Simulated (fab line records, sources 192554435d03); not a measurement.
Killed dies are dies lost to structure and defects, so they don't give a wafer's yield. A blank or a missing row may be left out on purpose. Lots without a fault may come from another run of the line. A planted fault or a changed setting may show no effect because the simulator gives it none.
Split-lot experiment | flow n5_finfet | 7 lots, 21 wafers read, on a route of 1938 steps

THE SPLIT
At N5_GATE_CUT_DESCUM_18 (chemistry O2, time 7 s), the setting time_s was moved away from the recipe's 7 s on 11 of the 21 wafers read, by -20.3% to +8.0%. The other wafers ran this setting at the recipe's value.

The reading is taken at the split's own step.

THE READING
CAR-EUV_of_GATE_CUT_COAT_07.thk_nm (the simulator's own value, which no gauge read), in nm, at N5_GATE_CUT_DESCUM_18 (chemistry O2, time 7 s). The file gives no usual value for it. The 10 wafers here that ran the recipe average 26.1 nm, standard deviation 0.092 nm.

wafer  | tool, chamber at the split | time_s as run, s | against the recipe | CAR-EUV_of_GATE_CUT_COAT_07.thk_nm, nm | against lot-mates on the recipe
L075.1 | rie_diel-06, 0             | 7.41             | +5.9%              | 25.8                                   | no lot-mate on the recipe
L075.3 | rie_diel-06, 2             | 7.41             | +5.9%              | 25.8                                   | no lot-mate on the recipe
L075.6 | rie_diel-06, 2             | 7.41             | +5.9%              | 25.8                                   | no lot-mate on the recipe
L076.4 | rie_diel-02, 1             | 6.458            | -7.7%              | 26.4                                   | +0.4
L076.5 | rie_diel-02, 3             | 6.458            | -7.7%              | 26.4                                   | +0.4
L076.6 | rie_diel-02, 0             | 7                | recipe             | 26                                     | -
L078.2 | rie_diel-04, 2,1           | 7.56             | +8.0%              | 25.8                                   | no lot-mate on the recipe
L078.3 | rie_diel-04, 2,1           | 7.56             | +8.0%              | 25.8                                   | no lot-mate on the recipe
L078.5 | rie_diel-04, 2             | 7.56             | +8.0%              | 25.8                                   | no lot-mate on the recipe
L082.1 | rie_diel-04, 2,0,1         | 7                | recipe             | 26.2                                   | -
L082.3 | rie_diel-04, 2,0,1         | 7                | recipe             | 26.2                                   | -
L082.4 | rie_diel-04, 2,0,1         | 7                | recipe             | 26.2                                   | -
L083.2 | rie_diel-02, 2             | 6.459            | -7.7%              | 26.4                                   | +0.2
L083.4 | rie_diel-02, 3             | 7                | recipe             | 26.2                                   | -
L083.6 | rie_diel-02, 0             | 6.459            | -7.7%              | 26.2                                   | +0.0
L087.3 | rie_diel-02, 3             | 7                | recipe             | 26                                     | -
L087.5 | rie_diel-02, 3             | 7                | recipe             | 26                                     | -
L087.6 | rie_diel-02, 2             | 5.581            | -20.3%             | 26.8                                   | +0.8
L089.2 | rie_diel-02, 2,3,2         | 7                | recipe             | 26.2                                   | -
L089.3 | rie_diel-02, 2,3,2         | 7                | recipe             | 26.2                                   | -
L089.6 | rie_diel-02, 2,3,2         | 7                | recipe             | 26.2                                   | -
Where a row lists several chambers, the file gives one row for several wafers and doesn't say which wafer went through which chamber.

THE FIT
A straight line over all 21 wafers: CAR-EUV_of_GATE_CUT_COAT_07.thk_nm changes by -0.0364 nm for each +1% of time_s; r = -0.94; the points scatter about the line by 0.091 nm.
The same after taking each lot's own level away (the mean of its wafers on the recipe; 15 wafers): -0.0375 nm for each +1%; r = -0.92; scatter 0.095 nm.
On that fit, the largest move of time_s shifts the reading by 0.76 nm.
The lots' own levels span 26.00 to 26.20 nm, that is 2.2 times the standard deviation above.
So the lot-to-lot level changes the slope little: the two slopes agree.
Check: with one of the wafers moved furthest among these (-20.3%) left out of the fit, the line predicts +0.656 nm for it against its lot-mates. It came out at +0.8 nm against them.

OTHER SPLITS ON THESE WAFERS
These wafers also went through other splits before the reading. Each is held against what the fit with the lots' levels taken away leaves over:
other split on the same wafers | wafers away from the commonest value | r with CAR-EUV_of_GATE_CUT_COAT_07.thk_nm (lot level and that fit taken away)
N5_HKMG_FIN_COAT_66 spin_rpm   | 8                                    | +0.53
N5_GATE_CUT_EXPOSE_10 dose_mj  | 4                                    | +0.17

THE FILE'S OWN FIT
CAR-EUV_of_GATE_CUT_COAT_07.thk_nm changes by -0.0379 nm for each +1% of time_s, r = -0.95.
